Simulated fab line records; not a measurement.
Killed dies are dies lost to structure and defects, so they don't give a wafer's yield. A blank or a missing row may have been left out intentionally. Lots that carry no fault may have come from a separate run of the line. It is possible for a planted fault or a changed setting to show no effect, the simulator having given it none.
Chamber matching | flow nand harc | NHARC_A_STAIRCASE_ALD_415 on ald hk-01: 4 sister chambers
The step deposits SiO2, target thk 30 nm, pulse time 6 s, ald cycles 300. 8 wafers are shown with their chamber, then 9 later ones without.

## WAFERS WITH THEIR CHAMBER
wafer  | chamber | heater power outer w (W) | heater power w (W)
L088.4 | 2       | 210                      | 422
L088.5 | 1       | 212                      | 416
L088.6 | 0       | 288                      | 495
L090.2 | 2       | 215                      | 422
L090.6 | 3       | 230                      | 412
L092.1 | 3       | 226                      | 423
L092.5 | 1       | 206                      | 402
L092.6 | 0       | 292                      | 501

## WAFERS WITH NO CHAMBER GIVEN
wafer  | heater power outer w (W) | heater power w (W)
L094.1 | 288                      | 503
L094.3 | 234                      | 426
L094.6 | 232                      | 423
L095.1 | 232                      | 421
L095.4 | 212                      | 405
L095.5 | 288                      | 513
L097.2 | 238                      | 421
L097.4 | 297                      | 497
L097.5 | 286                      | 503

## CHAMBER TAKEN BY EACH
wafer  | from the rows above     | in truth
L094.1 | 0                       | 0
L094.3 | 3                       | 3
L094.6 | 3                       | 3
L095.1 | 3                       | 3
L095.4 | can't be placed: 1 or 2 | 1
L095.5 | 0                       | 0
L097.2 | 3                       | 3
L097.4 | 0                       | 0
L097.5 | 0                       | 0
Correct placement for 8 of the 9. These rows do not allow placing 1 (true chamber among the candidates in 1). 0 placed wrongly.
How it was worked out, from the rows above alone: a wafer's distance from a chamber is the root of the sum, over the readings, of the square of ((its reading less the chamber's mean) divided by the reading's scatter). If the next closest chamber is less than 2 further off than the closest, the wafer can't be placed; otherwise it belongs to the closest. For every chamber, the mean is computed from those of its wafers that are shown. The scatter is the square root of a quotient: the sum, over the shown wafers, of each reading's squared deviation from its chamber's mean, divided by wafers minus chambers.
